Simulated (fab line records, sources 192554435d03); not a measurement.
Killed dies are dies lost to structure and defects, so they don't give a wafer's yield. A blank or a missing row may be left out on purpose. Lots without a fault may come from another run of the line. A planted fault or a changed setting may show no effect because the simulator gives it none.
Chamber matching | flow n5_finfet | N5_GATE_CUT_PECVD_57 on pecvd-02: 3 sister chambers
The step deposits SiNx from SiH4/NH3/N2, target thk 21 nm. 16 wafers are shown with their chamber, then 8 later ones without.

WAFERS WITH THEIR CHAMBER
wafer  | chamber | showerhead_plenum_p_Torr (Torr) | heater_power_w (W) | throttle_valve_pct (%)
L075.1 | 2       | 5.09                            | 737                | 38.4
L075.4 | 0       | 5.20                            | 863                | 38.9
L075.5 | 1       | 5.10                            | 720                | 38.7
L086.1 | 0       | 5.21                            | 767                | 38.9
L086.4 | 0       | 5.22                            | 755                | 39.1
L086.5 | 1       | 5.12                            | 694                | 38.5
L085.3 | 1       | 5.11                            | 700                | 38.5
L085.4 | 1       | 5.12                            | 698                | 38.6
L085.5 | 0       | 5.20                            | 880                | 39.1
L089.3 | 0       | 5.21                            | 894                | 39.0
L089.4 | 2       | 5.10                            | 662                | 39.0
L089.6 | 0       | 5.19                            | 896                | 38.9
L088.1 | 0       | 5.20                            | 866                | 39.2
L088.4 | 1       | 5.11                            | 645                | 38.8
L088.6 | 2       | 5.09                            | 645                | 39.3
L090.1 | 1       | 5.13                            | 663                | 38.8

SIGNATURES (means of the wafers above)
reading                  | chamber 0 | chamber 1 | chamber 2 | scatter within a chamber
showerhead_plenum_p_Torr | 5.2043    | 5.1150    | 5.0933    | 0.00956
heater_power_w           | 845.86    | 686.67    | 681.33    | 47.8
throttle_valve_pct       | 39.014    | 38.650    | 38.900    | 0.215
Rule: a wafer's distance from a chamber is the root of the sum, over the readings, of the square of ((its reading less the chamber's mean) divided by the reading's scatter). The wafer belongs to the nearest chamber; if the next one is less than 2 further off, it can't be placed. The scatter: the root of (the sum of the squares of (reading less its chamber's mean) over the shown wafers, divided by (wafers less chambers)).

WAFERS WITHOUT THEIR CHAMBER
wafer  | showerhead_plenum_p_Torr (Torr) | heater_power_w (W) | throttle_valve_pct (%)
L090.5 | 5.10                            | 719                | 39.0
L090.6 | 5.20                            | 887                | 38.9
L091.2 | 5.09                            | 719                | 39.3
L091.3 | 5.21                            | 921                | 39.3
L091.4 | 5.22                            | 896                | 39.1
L097.1 | 5.09                            | 763                | 39.7
L097.2 | 5.13                            | 644                | 38.8
L097.5 | 5.10                            | 763                | 39.5

WHICH CHAMBER EACH WENT THROUGH
wafer  | from the rows above     | in truth
L090.5 | can't be placed: 2 or 1 | 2
L090.6 | 0                       | 0
L091.2 | 2                       | 2
L091.3 | 0                       | 0
L091.4 | 0                       | 0
L097.1 | can't be placed: 2 or 1 | 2
L097.2 | 1                       | 1
L097.5 | can't be placed: 2 or 1 | 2
Placed correctly: 5 of 8. Can't be placed from these rows: 3 (the true chamber is among the candidates in 3). Placed wrongly: 0.
